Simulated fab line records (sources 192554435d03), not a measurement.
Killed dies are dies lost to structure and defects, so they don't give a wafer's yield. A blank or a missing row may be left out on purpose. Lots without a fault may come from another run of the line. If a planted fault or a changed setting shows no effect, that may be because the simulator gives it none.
fab line records	flow n5_finfet	part 1 of 2: steps 1 to 3 of 6
record: lots: 24	wafers: 72	last_day: 18
route steps=1938 shown BEOL_M4@1037
lots that met no fault: taken from a fault-free run of the same line
start_h: hours from the record's opening day to when the first of the lot's shown wafers began	wait_h: how many hours have passed since the lot's step before this one	" as in the row above	L1.1+2: a single row standing in for several wafers	- no value, or no start given	* or withheld: withheld	< > ~ a bound
route shown NAME@n: NAME is a module with steps in the file, n the number in the route of the first one	usual: mean/standard deviation of fault-free wafers	same: alike in all rows	chamber/n: place in a boat	sites: the reading at each site	_std_site: their standard deviation	_edge_site: the outer-site mean with the inner-site mean subtracted	radius_mm: how far each site lies from the wafer's centre	mask NAME#n: copy n	behind: the last tool/chamber to shape the wafer	hold: what put the lot on hold/how long, in hours/how the hold closed	device: the transistor (n, p or np) that didn't switch	end of line: the tests these same wafers got at the end of their route	a step given without rows: its recipe and nothing more	killed: dies that structure and defects cost at the first sort, which is not the same as the wafer's yield	map: the dies of a wafer, with x for killed, . for not killed, _ for no die there
set.NAME: the run value of the setting; set.NAME@STEP: its run value at that earlier step	model.NAME: the simulator's own value behind a step, which no gauge read
route steps across a sampled set of lots; one table per step, one row per wafer
services: when a tool's chamber went out of use (start_h, in hours from the record's first day, below 0 if earlier), for how many hours, and the reason
== steps ==
step: N5_BEOL_M4_DESCUM_16
recipe: chemistry: O2	time_s: 7	source_power_w: 50	bias_power_w: 20	pressure_mtorr: 20	rf_frequency_hz: 2.712e+07	temp_c: 40	resist: CAR-EUV	o2_flow_sccm: 225
usual: drypump_motor_current_A: 5.8/0.62	oes_product_au: 0.77/0.086	rf_vpp_V: 242.8/1.4	showerhead_plenum_p_Torr: 2.08/0.078	throttle_valve_pct: 20.42/0.25
lot.wafer	tool	chamber	start_h	wait_h	drypump_motor_current_A	oes_product_au	rf_hours_counter_h	rf_vpp_V	showerhead_plenum_p_Torr	throttle_valve_pct
L074.2	rie_diel-05	2	177.16	0.0	5.6	0.78	136	243.3	2.11	20.44
L074.5	"	0	"	"	5.3	0.67	-	244.5	2.17	20.57
L074.6	"	1	"	"	6.0	0.83	-	240.8	2.05	20.57
L076.3	rie_diel-01	3	177.98	0.0	5.9	0.67	257	244.2	2.13	20.33
L076.5	"	3	"	"	5.9	0.68	-	244.1	2.13	20.35
L076.6	"	2	"	"	6.7	0.76	-	242.5	2.11	20.46
L075.1	rie_diel-05	3	179.87	0.3	6.7	0.72	205	241.6	1.98	20.57
L075.2	"	2	"	"	5.6	0.78	137	243.1	2.11	20.45
L075.6	"	0	"	"	5.3	0.67	-	243.2	2.17	20.57
L077.1	rie_diel-06	2	180.38	0.5	5.3	0.84	66	242.6	2.02	20.05
L077.3	"	0	"	"	6.4	0.73	161	241.0	2.01	20.69
L077.6	"	3	"	"	4.8	0.76	-	242.7	2.01	20.26
L079.1	rie_diel-06	0	185.55	0.0	6.4	0.73	164	240.3	2.01	20.69
L079.4	"	3	"	"	4.8	0.77	-	241.5	2.00	20.27
L079.5	"	2	"	"	5.3	0.83	-	243.6	2.02	20.05
L078.1	rie_diel-01	2	186.19	0.1	6.7	0.76	171	242.6	2.11	20.47
L078.2	"	1	"	"	5.3	0.72	178	242.2	2.07	20.64
L078.6	"	0	"	"	6.2	0.98	-	245.4	2.23	19.91
L080.3	rie_diel-05	0	191.16	0.0	5.3	0.67	229	243.8	2.16	20.58
L080.4	"	1	"	"	6.0	0.83	71	241.5	2.05	20.60
L080.5	"	3	"	"	6.7	0.71	-	241.6	1.97	20.57
L081.1	rie_diel-05	2	213.55	1.1	5.6	0.76	149	243.7	2.10	20.47
L081.2	"	0	"	"	5.3	0.66	236	245.0	2.16	20.57
L081.5	"	3	"	"	6.7	0.71	-	240.9	1.97	20.60
L082.2	rie_diel-05	3	219.72	0.8	6.7	0.71	219	242.4	1.97	20.59
L082.5	"	3	"	"	6.7	0.71	-	241.8	1.97	20.59
L082.6	"	0	"	"	5.3	0.67	-	244.2	2.16	20.55
L084.1	rie_diel-01	2	220.78	0.6	6.7	0.75	187	244.3	2.10	20.49
L084.3	"	1	"	"	5.2	0.71	190	244.1	2.07	20.65
L084.5	"	2	"	"	6.7	0.75	-	242.8	2.10	20.48
L083.2	rie_diel-01	0	221.05	0.8	6.2	0.93	21	245.5	2.22	19.94
L083.4	"	0	"	"	6.2	0.93	-	245.5	2.22	19.93
L083.6	"	1	"	"	5.2	0.71	-	243.8	2.07	20.67
L086.3	rie_diel-06	2	248.88	0.0	5.3	0.80	88	240.7	2.01	20.08
L086.5	"	2	"	"	5.3	0.80	-	241.9	2.01	20.08
L086.6	"	3	"	"	4.8	0.74	-	242.5	2.00	20.31
L088.2	rie_diel-06	3	249.11	0.1	4.8	0.75	163	243.3	2.00	20.32
L088.3	"	2	"	"	5.3	0.80	88	241.1	2.01	20.09
L088.6	"	3	"	"	4.8	0.74	-	241.4	2.00	20.31
L087.2	rie_diel-05	1	249.45	0.3	5.9	0.79	94	243.0	2.04	20.61
L087.4	"	0	"	"	5.3	0.66	-	242.5	2.16	20.59
L087.5	"	3	"	"	6.7	0.71	-	242.5	1.97	20.62
L085.3	rie_diel-05	3	251.02	0.2	6.7	0.70	233	240.6	1.97	20.62
L085.4	"	0	"	"	5.3	0.65	-	243.5	2.16	20.60
L085.5	"	3	"	"	6.8	0.70	-	242.1	1.97	20.61
L090.1	rie_diel-05	3	253.71	0.0	6.7	0.71	234	241.3	1.97	20.62
L090.2	"	0	"	"	5.3	0.65	254	244.6	2.16	20.60
L090.3	"	1	"	"	5.9	0.80	96	241.5	2.04	20.62
L089.1	rie_diel-05	3	254.47	0.0	6.7	0.70	235	241.4	1.96	20.61
L089.3	"	1	"	"	6.0	0.80	96	243.1	2.04	20.64
L089.4	"	3	"	"	6.7	0.70	-	241.6	1.97	20.61
L091.2	rie_diel-06	2	256.89	0.2	5.3	0.80	91	241.8	2.01	20.10
L091.4	"	0	"	"	6.4	0.71	186	240.8	2.01	20.72
L091.6	"	3	"	"	4.8	0.73	-	242.1	1.99	20.32
L092.2	rie_diel-05	3	262.60	0.1	6.7	0.70	239	240.9	1.96	20.63
L092.4	"	0	"	"	5.3	0.66	-	244.9	2.15	20.62
L092.5	"	1	"	"	5.9	0.80	-	241.3	2.04	20.66
L093.2	rie_diel-01	1	285.85	1.5	5.3	0.69	212	242.9	2.06	20.71
L093.3	"	0	"	"	6.2	0.89	44	245.4	2.22	19.97
L093.4	"	2	"	"	6.7	0.72	210	242.3	2.09	20.52
L095.4	rie_diel-01	0	287.53	1.5	6.2	0.89	45	244.4	2.22	19.98
L095.5	"	2	"	"	6.7	0.73	-	243.9	2.09	20.52
L095.6	"	3	"	"	5.9	0.92	-	244.0	2.12	20.04
L094.3	rie_diel-01	3	287.76	1.4	5.9	0.91	24	243.0	2.12	20.03
L094.4	"	1	"	"	5.2	0.69	213	242.0	2.06	20.69
L094.6	"	0	"	"	6.2	0.89	-	244.7	2.22	19.98
L096.2	rie_diel-06	0	296.57	0.1	6.4	0.70	201	243.2	2.00	20.77
L096.3	"	3	"	"	4.8	0.73	180	241.4	1.99	20.34
L096.5	"	3	"	"	4.8	0.73	-	241.6	1.99	20.34
L097.1	rie_diel-01	2	320.56	0.0	6.7	0.72	223	241.7	2.09	20.57
L097.4	"	1	"	"	5.3	0.69	225	243.2	2.06	20.71
L097.5	"	1	"	"	5.3	0.69	-	242.1	2.06	20.72
step: N5_BEOL_M4_ETCH_63
recipe: chemistry: CF4	target: SiARC	target_depth_a: 156	mask_material: CAR-EUV	time_s: 26	ion_energy_ev: 80	pressure_mtorr: 40	source_w: 545	bias_w: 36	Ar_flow_sccm: 100	cf4_flow_sccm: 100	ends: cleared
usual: drypump_motor_current_A: 5.8/0.62	etch_rf_on_time_s: 26.0/0.67	oes_product_au: 0.66/0.075	rf_vpp_V: 183.9/1.1	showerhead_plenum_p_Torr: 2.12/0.072	throttle_valve_pct: 15.59/0.25
lot.wafer	tool	chamber	start_h	wait_h	drypump_motor_current_A	etch_rf_on_time_s	oes_product_au	rf_hours_counter_h	rf_vpp_V	showerhead_plenum_p_Torr	throttle_valve_pct
L074.2	rie_diel-05	2	177.21	0.0	5.6	26.2	0.66	136	185.2	2.15	15.61
L074.5	"	0	"	"	5.3	27.1	0.57	-	185.4	2.20	15.71
L074.6	"	1	"	"	5.9	25.1	0.73	-	183.1	2.08	15.60
L076.3	rie_diel-01	3	178.03	0.0	5.9	25.4	0.59	257	185.1	2.18	15.69
L076.5	"	3	"	"	5.9	25.5	0.59	-	185.0	2.18	15.72
L076.6	"	2	"	"	6.7	26.0	0.65	-	185.2	2.14	15.58
L075.1	rie_diel-05	3	179.92	0.0	6.7	26.4	0.61	205	182.5	2.04	15.82
L075.2	"	2	"	"	5.6	26.2	0.66	137	185.1	2.15	15.60
L075.6	"	0	"	"	5.3	27.1	0.56	-	183.8	2.20	15.72
L077.1	rie_diel-06	2	180.43	0.0	5.3	25.7	0.72	66	184.3	2.08	15.26
L077.3	"	0	"	"	6.4	26.0	0.63	161	183.9	2.06	15.81
L077.6	"	3	"	"	4.8	25.4	0.67	-	183.8	2.06	15.49
L079.1	rie_diel-06	0	185.60	0.0	6.4	26.3	0.63	164	182.9	2.06	15.80
L079.4	"	3	"	"	4.8	25.6	0.66	-	183.0	2.05	15.49
L079.5	"	2	"	"	5.3	26.3	0.71	-	184.7	2.08	15.25
L078.1	rie_diel-01	2	186.24	0.0	6.7	26.4	0.64	171	182.3	2.14	15.58
L078.2	"	1	"	"	5.3	26.2	0.62	178	183.7	2.12	15.85
L078.6	"	0	"	"	6.2	25.4	0.84	-	185.9	2.27	15.07
L080.3	rie_diel-05	0	191.21	0.0	5.3	27.4	0.56	229	185.0	2.20	15.73
L080.4	"	1	"	"	6.0	25.3	0.71	71	183.8	2.08	15.61
L080.5	"	3	"	"	6.7	26.5	0.61	-	182.5	2.04	15.81
L081.1	rie_diel-05	2	213.60	0.0	5.6	26.5	0.65	149	183.9	2.15	15.63
L081.2	"	0	"	"	5.3	27.6	0.56	236	184.9	2.19	15.74
L081.5	"	3	"	"	6.7	26.5	0.60	-	182.0	2.03	15.83
L082.2	rie_diel-05	3	219.77	0.0	6.7	25.9	0.61	219	181.7	2.03	15.81
L082.5	"	3	"	"	6.7	26.1	0.61	-	182.1	2.03	15.83
L082.6	"	0	"	"	5.2	27.0	0.56	-	185.4	2.19	15.75
L084.1	rie_diel-01	2	220.83	0.0	6.7	26.6	0.63	187	184.1	2.13	15.61
L084.3	"	1	"	"	5.2	26.6	0.61	190	183.7	2.12	15.87
L084.5	"	2	"	"	6.7	26.7	0.62	-	184.9	2.13	15.61
L083.2	rie_diel-01	0	221.10	0.0	6.2	25.1	0.81	21	185.5	2.27	15.11
L083.4	"	0	"	"	6.2	25.2	0.81	-	184.3	2.27	15.10
L083.6	"	1	"	"	5.3	26.1	0.62	-	183.9	2.12	15.87
L086.3	rie_diel-06	2	248.93	0.0	5.2	26.3	0.68	88	183.0	2.07	15.28
L086.5	"	2	"	"	5.3	26.4	0.68	-	184.3	2.07	15.30
L086.6	"	3	"	"	4.8	25.0	0.65	-	184.3	2.05	15.53
L088.2	rie_diel-06	3	249.16	0.0	4.8	25.4	0.64	163	183.4	2.05	15.53
L088.3	"	2	"	"	5.3	26.1	0.69	88	183.3	2.07	15.31
L088.6	"	3	"	"	4.8	25.2	0.65	-	183.3	2.05	15.54
L087.2	rie_diel-05	1	249.50	0.0	6.0	25.2	0.70	94	183.7	2.07	15.66
L087.4	"	0	"	"	5.3	27.2	0.56	-	184.8	2.19	15.75
L087.5	"	3	"	"	6.7	26.4	0.60	-	183.5	2.03	15.85
L085.3	rie_diel-05	3	251.08	0.0	6.7	26.0	0.60	233	182.8	2.03	15.86
L085.4	"	0	"	"	5.3	26.7	0.56	-	185.3	2.19	15.78
L085.5	"	3	"	"	6.7	26.1	0.60	-	182.5	2.03	15.85
L090.1	rie_diel-05	3	253.76	0.0	6.7	26.3	0.59	234	182.5	2.03	15.85
L090.2	"	0	"	"	5.3	26.8	0.56	254	184.6	2.19	15.78
L090.3	"	1	"	"	6.0	25.0	0.70	96	184.0	2.07	15.68
L089.1	rie_diel-05	3	254.52	0.0	6.7	26.2	0.60	235	184.4	2.03	15.86
L089.3	"	1	"	"	5.9	24.8	0.71	96	184.4	2.07	15.67
L089.4	"	3	"	"	6.8	26.2	0.60	-	183.4	2.03	15.87
L091.2	rie_diel-06	2	256.94	0.0	5.2	26.3	0.68	91	183.6	2.07	15.32
L091.4	"	0	"	"	6.4	26.2	0.61	186	182.9	2.05	15.85
L091.6	"	3	"	"	4.8	25.4	0.64	-	182.1	2.05	15.53
L092.2	rie_diel-05	3	262.65	0.0	6.7	26.1	0.60	239	182.0	2.03	15.87
L092.4	"	0	"	"	5.2	26.9	0.56	-	184.5	2.19	15.77
L092.5	"	1	"	"	6.0	25.1	0.70	-	181.5	2.07	15.68
L093.2	rie_diel-01	1	285.90	0.0	5.3	26.3	0.61	212	184.4	2.11	15.92
L093.3	"	0	"	"	6.2	25.3	0.77	44	187.4	2.26	15.15
L093.4	"	2	"	"	6.7	26.1	0.62	210	184.2	2.13	15.66
L095.4	rie_diel-01	0	287.58	0.0	6.2	25.5	0.75	45	185.7	2.26	15.16
L095.5	"	2	"	"	6.7	26.3	0.62	-	183.9	2.13	15.66
L095.6	"	3	"	"	5.9	25.1	0.79	-	183.0	2.17	15.26
L094.3	rie_diel-01	3	287.81	0.0	5.9	25.2	0.78	24	183.5	2.17	15.27
L094.4	"	1	"	"	5.2	26.2	0.61	213	184.0	2.11	15.92
L094.6	"	0	"	"	6.2	25.5	0.77	-	184.7	2.26	15.15
L096.2	rie_diel-06	0	296.62	0.0	6.4	26.2	0.60	201	183.3	2.04	15.88
L096.3	"	3	"	"	4.8	25.2	0.63	180	181.4	2.04	15.58
L096.5	"	3	"	"	4.8	25.2	0.63	-	183.4	2.04	15.55
L097.1	rie_diel-01	2	320.62	0.0	6.7	26.2	0.62	223	185.2	2.12	15.70
L097.4	"	1	"	"	5.2	26.1	0.59	225	184.8	2.10	15.95
L097.5	"	1	"	"	5.3	26.2	0.59	-	184.3	2.11	15.95
step: N5_BEOL_M4_CD_MEAS_18
recipe: pitch_nm: 36	target_cd_nm: 18
usual: cd_nm: 18.0/0.39
lot.wafer	tool	chamber	start_h	wait_h	cd_nm
L074.2	cd_sem-01	-	177.62	0.1	17.4
L074.5	"	-	"	"	18.1
L074.6	"	-	"	"	17.9
L076.3	cd_sem-01	-	178.41	0.1	18.2
L076.5	"	-	"	"	18.4
L076.6	"	-	"	"	18.0
L075.1	cd_sem-03	-	180.41	0.0	17.9
L075.2	"	-	"	"	17.9
L075.6	"	-	"	"	18.2
L077.1	cd_sem-03	-	180.94	0.0	17.8
L077.3	"	-	"	"	18.2
L077.6	"	-	"	"	18.4
L079.1	cd_sem-02	-	185.98	0.0	18.2
L079.4	"	-	"	"	17.9
L079.5	"	-	"	"	18.0
L078.1	cd_sem-03	-	186.62	0.0	17.9
L078.2	"	-	"	"	18.1
L078.6	"	-	"	"	18.1
L080.3	cd_sem-01	-	191.59	0.1	18.3
L080.4	"	-	"	"	18.0
L080.5	"	-	"	"	17.5
L081.1	cd_sem-03	-	214.10	0.0	18.4
L081.2	"	-	"	"	18.5
L081.5	"	-	"	"	18.1
L082.2	cd_sem-02	-	220.27	0.1	18.2
L082.5	"	-	"	"	18.2
L082.6	"	-	"	"	18.3
L084.1	cd_sem-01	-	221.26	0.0	17.8
L084.3	"	-	"	"	17.3
L084.5	"	-	"	"	17.4
L083.2	cd_sem-03	-	221.53	0.1	18.6
L083.4	"	-	"	"	18.8
L083.6	"	-	"	"	17.6
L086.3	cd_sem-02	-	249.41	0.1	18.5
L086.5	"	-	"	"	18.3
L086.6	"	-	"	"	18.6
L088.2	cd_sem-01	-	249.64	0.1	18.9
L088.3	"	-	"	"	18.1
L088.6	"	-	"	"	18.6
L087.2	cd_sem-01	-	249.88	0.1	18.3
L087.4	"	-	"	"	18.1
L087.5	"	-	"	"	18.1
L085.3	cd_sem-02	-	251.68	0.1	18.0
L085.4	"	-	"	"	18.1
L085.5	"	-	"	"	18.0
L090.1	cd_sem-03	-	254.14	0.0	17.6
L090.2	"	-	"	"	17.7
L090.3	"	-	"	"	16.9
L089.1	cd_sem-03	-	254.90	0.0	17.3
L089.3	"	-	"	"	17.5
L089.4	"	-	"	"	17.7
L091.2	cd_sem-03	-	257.32	0.1	18.3
L091.4	"	-	"	"	17.8
L091.6	"	-	"	"	18.8
L092.2	cd_sem-01	-	263.04	0.1	18.3
L092.4	"	-	"	"	18.5
L092.5	"	-	"	"	18.3
L093.2	cd_sem-03	-	286.56	0.1	17.7
L093.3	"	-	"	"	18.7
L093.4	"	-	"	"	18.3
L095.4	cd_sem-03	-	288.06	0.1	18.1
L095.5	"	-	"	"	18.2
L095.6	"	-	"	"	18.3
L094.3	cd_sem-02	-	288.21	0.1	17.9
L094.4	"	-	"	"	17.4
L094.6	"	-	"	"	18.4
L096.2	cd_sem-02	-	297.01	0.1	17.7
L096.3	"	-	"	"	18.3
L096.5	"	-	"	"	18.0
L097.1	cd_sem-01	-	321.00	0.0	17.1
L097.4	"	-	"	"	17.4
L097.5	"	-	"	"	17.6
